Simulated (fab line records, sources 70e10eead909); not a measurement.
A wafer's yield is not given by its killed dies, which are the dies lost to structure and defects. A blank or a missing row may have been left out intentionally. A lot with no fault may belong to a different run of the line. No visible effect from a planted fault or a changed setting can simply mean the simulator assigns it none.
Which tool was responsible? ; flow nand_harc ; 6 lots, 18 wafers sampled, at 4 steps of a route of 1302

## WHAT THE GAUGES READ, wafer by wafer
NHARC_A_ONON_D2_THK_MEAS_27: measures by ellipsometry.
lot;measured;on;thk_nm (nm)
L763;day 13 17:30;film_metro-01;1007 1006 1005
L769;day 16 11:16;film_metro-02;452 451 450
L774;day 18 19:44;film_metro-02;1003 1001 1001
L776;day 19 23:32;film_metro-01;999 996 997
L780;day 21 19:59;film_metro-01;998 998 999
L783;day 22 17:36;film_metro-01;1007 1008 1008

## WHAT TOOL EACH LOT RAN ON (gives the tool, then ch and the chambers of the sampled wafers, and finally the start)
lot;NHARC_A_DECK1_JOINT_ETCHBACK_00;NHARC_A_DECK1_JOINT_DEP_16;NHARC_A_ONON_D2_DEP_25
L763;rie_si-06 ch 0,1, day 12 04:38;pecvd-03 ch 0,2, day 13 05:20;pecvd_onon-02 ch 0, day 13 16:59
L769;rie_si-01 ch 0,1,3, day 15 00:47;pecvd-01 ch 0,1, day 15 22:22;pecvd_onon-03 ch 0, day 16 10:49
L774;rie_si-01 ch 1,3, day 17 05:03;pecvd-01 ch 1,2, day 18 06:51;pecvd_onon-01 ch 0, day 18 19:13
L776;rie_si-01 ch 0,2,3, day 18 16:13;pecvd-03 ch 0,1,2, day 19 10:57;pecvd_onon-03 ch 0, day 19 23:02
L780;rie_si-05 ch 0,2,3, day 20 05:20;pecvd-03 ch 0,1, day 21 07:44;pecvd_onon-01 ch 0, day 21 19:28
L783;rie_si-01 ch 2,3, day 21 02:43;pecvd-03 ch 0,1, day 22 05:25;pecvd_onon-03 ch 0, day 22 17:09
- NHARC_A_DECK1_JOINT_ETCHBACK_00: etches the open film in HBr, target depth 30 nm, time 17.4 s.
- NHARC_A_DECK1_JOINT_DEP_16: deposits SiO2, target thk 45 nm.
- NHARC_A_ONON_D2_DEP_25: target thk 1000 nm.

## THE ANSWER, worked out from the rows above alone
Rule: usual is defined by the lots themselves. Put in order of their means at a reading, lots are off if they are a third of the lots or fewer, leave a main group of 4 or more, and stand apart from it by a gap of 3 or more times the standard deviation of the main group's means; of several such gaps the widest counts. Not used: any main group whose means are identical at the precision the tables above print for the reading. Also off: a lot with no number at a reading for which 4 or more lots have one. Where the step has rows for the other lots, those lots are counted as sound.
Off: L769, at NHARC_A_ONON_D2_THK_MEAS_27 (thk_nm). Main group: mean 1002 nm, sd 4.1.
If a tool, at a process step before that reading, ran all the lots that are off and no sound lot after the first of them, it fits. Gauges at NHARC_A_ONON_D2_THK_MEAS_27: tried the same way as those tools. Not one of the candidates tried fits.

## WHAT THE SIMULATOR HAD INSERTED
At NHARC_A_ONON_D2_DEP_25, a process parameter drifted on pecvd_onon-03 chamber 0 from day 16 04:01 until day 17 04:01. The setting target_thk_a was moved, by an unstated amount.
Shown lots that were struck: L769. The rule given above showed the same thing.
